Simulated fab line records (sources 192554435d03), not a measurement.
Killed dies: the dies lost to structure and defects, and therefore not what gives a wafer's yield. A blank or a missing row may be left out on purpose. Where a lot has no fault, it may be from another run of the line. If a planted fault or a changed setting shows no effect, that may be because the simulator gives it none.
Struck lot and sound lot, side by side || flow n5 finfet || 22 steps out of a route of 1938
Sound: wafers L579.3, L579.4, L579.6. Wafers struck: L574.1, L574.4, L574.5. The cause is given at the end.
At each step with rows: each side's tool, then ch and its chambers, then its first start. Under that, the readings that differ: sound wafers || struck wafers || difference of the means || sigmas: that difference in standard deviations of wafers without a fault.
alike: same words and numbers on both sides, and readings whose means sit less than 2 such deviations apart. not compared: any withheld reading, any reading some wafer has no value for, any bound like >300 that may hide the same value, and any number with overlapping values for which the record gives no deviation.
The two part at a step that has a row with sigmas, a row that says differs or no value, or rows on one side only. When numbers do not overlap yet have no deviation, they are printed without sigmas and do not part them. A reading that every wafer of one side lacks parts them only if that side has two wafers or more.

first, 11 steps without rows for these wafers: N5_DUMMY_GATE_SRD_01 (time 30 s); N5_DUMMY_GATE_ALD_02 (deposits SiO2, target thk 2 nm, pulse time 1 s); N5_DUMMY_GATE_CVD_03 (deposits a-Si from SiH4, target thk 150 nm, time 8042 s); N5_DUMMY_GATE_PRECLEAN_46 (cleans in DIW, time 89.5 s); N5_DUMMY_GATE_SRD_47 (dry time 32 s); N5_DUMMY_GATE_CMP_04 (polishes a-Si); N5_DUMMY_GATE_HM_DEP_06 (deposits SiNx from DCS/NH3, target thk 80 nm, time 5141 s); N5_DUMMY_GATE_PECVD_30 (deposits SiO2 from TEOS/O2, target thk 55 nm, time 10.8 s); N5_DUMMY_GATE_COAT_34 (time 60 s, resist thk 60 nm); N5_DUMMY_GATE_COAT_35 (time 60 s, resist thk 10 nm); N5_DUMMY_GATE_COAT_28 (time 60 s, resist thk 10 nm).
N5_DUMMY_GATE_COAT_09: resist thk 30 nm.
  sound on litho track-04 ch 0, day 6 15:43; struck on litho track-03 ch 0, day 5 09:04
{"reading": "spin speed rpm (rpm)", "sound": "1499.4 1500.7 1499.2", "struck": "1337.7 1337.8 1337.9", "difference": -162.0, "sigmas": "-99 or more"}
{"reading": "model.CAR-EUV_of_DUMMY_GATE_COAT_09.thk nm (nm)", "sound": "30 30 30", "struck": "32 32 32", "difference": "+2", "sigmas": ""}
then, 7 steps without rows for these wafers: N5_DUMMY_GATE_EBR_11; N5_DUMMY_GATE_SOFTBAKE_10 (time 60 s); N5_DUMMY_GATE_EXPOSE_12 (exposes mask GATE, target cd 25 nm); N5_DUMMY_GATE_PEB_13 (peb time 60 s); N5_DUMMY_GATE_DEVELOP_14 (develop time 30 s); N5_DUMMY_GATE_DESCUM_20 (chemistry O2, time 6.2 s); N5_DUMMY_GATE_ETCH_29 (etches underlayer in N2/H2, target depth 13 nm).
N5_DUMMY_GATE_ETCH_36: etches SiARC in CF4, target depth 13 nm.
  sound on rie diel-01 ch 1,3, day 6 16:13; struck on rie diel-03 ch 1,2,3, day 5 09:35
{"reading": "model.CAR-EUV_of_DUMMY_GATE_COAT_09.thk nm (nm)", "sound": "10.6 11.2 10.6", "struck": "13.2 13 13.2", "difference": "+2.3", "sigmas": ""}
  alike: drypump motor current A, oes product au, rf fwd power W, rf vpp V, showerhead plenum p Torr, throttle valve pct
  not compared: rf hours counter h
then, 1 step without rows for these wafers: N5_DUMMY_GATE_ETCH_37 (etches SOC in N2/H2, target depth 60 nm, overetch 30 nm).
-- the record jumps here: 5 days lie between the struck wafers' starts before and after (it left off in module DUMMY_GATE and takes up again in module BEOL_M4, whose first step shown is number 1111 of the route) --
N5_BEOL_M4_RC_MEAS_101:
  sound on prober-01 ch 0, day 11 21:33; struck on prober-01 ch 0, day 10 04:43
  alike: DIBL_N, DIBL_P, IOFF_N, IOFF_P, ION_N, ION_P, SS_N, SS_P, VT_N, VT_P

WHERE THEY PART
N5_DUMMY_GATE_COAT_09 only, going by this record. Later steps at which nothing parts them and some readings are alike: N5_DUMMY_GATE_ETCH_36, N5_BEOL_M4_RC_MEAS_101.

WHY: what the simulator had put in
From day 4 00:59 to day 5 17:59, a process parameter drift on litho track-03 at N5_DUMMY_GATE_COAT_09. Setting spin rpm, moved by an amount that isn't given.
